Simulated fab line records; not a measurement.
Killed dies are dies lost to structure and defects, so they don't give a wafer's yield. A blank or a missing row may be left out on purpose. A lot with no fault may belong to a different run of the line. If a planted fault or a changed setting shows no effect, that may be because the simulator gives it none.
The same fault as seen by 2 desks    flow n5 finfet    each desk holds nothing but its own numbers, with what lay behind them at the end

## TOOL OWNER'S DESK, rie diel-01
The tool's own readings at N5_BEOL_M10_ETCH_66 (etches SOC in N2/H2, target depth 120 nm, overetch 24 nm, time 180 s): means of the sampled wafers that have a number, for each lot that ran on this tool. Marked OUT: a lot whose mean sits more than 4 standard deviations from the usual mean, which makes it out of limits; the brackets give that distance.
Columns: A = drypump motor current A at N5_BEOL_M10_ETCH_66, usual 5.9 A; B = oes product au at N5_BEOL_M10_ETCH_66, usual 0.65 a.u.; C = rf vpp V at N5_BEOL_M10_ETCH_66, usual 523.9 V; D = run length s at N5_BEOL_M10_ETCH_66, usual 203.0 s; E = showerhead plenum p Torr at N5_BEOL_M10_ETCH_66, usual 2.54 Torr; F = throttle valve pct at N5_BEOL_M10_ETCH_66, usual 17.79 %
lot   first seen here  A    B     C      D                E     F
L322  day 11 07:52     6.4  0.65  524.6  202.9            2.55  17.70
L327  day 12 12:50     5.8  0.68  525.7  203.2            2.60  17.70
L330  day 12 19:08     5.7  0.59  523.0  202.5            2.52  18.01
L328  day 12 20:31     6.3  0.68  525.5  203.1            2.61  17.63
L329  day 12 20:59     6.1  0.73  527.3  203.5            2.67  17.54
L331  day 14 05:59     6.0  0.54  522.3  229.9 (+60) OUT  2.51  17.98
L338  day 14 17:56     6.5  0.59  524.4  221.1 (+40) OUT  2.58  17.78
This desk finds L331, L338 out of limits, L331 being first, at day 14 05:59 (run length s at N5_BEOL_M10_ETCH_66). L322, L327, L330, L328, L329: within limits.

## METROLOGY DESK
What the gauges read for every lot (on any tool): the sampled wafers with a number, averaged. Marked OUT: a lot whose mean sits more than 4 standard deviations from the usual mean, which makes it out of limits; the brackets give that distance.
Columns: A = cd nm at N5_BEOL_M10_CD_MEAS_28, usual 69.7 nm; B = V9_OVL at N5_BEOL_M10_OVL_MEAS_29, usual -0.6 nm
lot   first seen here  A     B
L322  day 11 07:42     68.4  -0.6
L327  day 12 12:34     68.8  -0.6
L330  day 12 18:17     71.0  -1.9
L328  day 12 18:48     69.5  -0.5
L329  day 12 18:58     70.1  -0.0
L331  day 14 05:26     69.7  0.2
L338  day 14 17:34     70.1  -0.6
L341  day 15 18:37     69.6  -0.5
L339  day 15 18:47     69.4  -0.7
L342  day 16 11:34     70.0  0.0
L343  day 17 04:58     69.0  -1.1
This desk's finding: nothing out of limits on any of the 11 lots.

## PUT TOGETHER
At day 14 05:59, on L331, L338, the tool owner's desk was in a position to raise an alarm.
Nothing out of limits was seen by the metrology desk.
The metrology desk has L331, L338 on record, within its limits.
The lots listed all ran N5_BEOL_M10_ETCH_66 on rie diel-01.

## WHAT WAS PUT IN BY THE SIMULATOR
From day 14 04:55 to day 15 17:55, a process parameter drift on rie diel-01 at N5_BEOL_M10_ETCH_66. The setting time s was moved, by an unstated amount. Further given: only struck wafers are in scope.
Struck lots among those shown: L331, L338.
Time in hours from fault onset to the first out-of-limits reading at each desk: the tool owner's desk, 1.
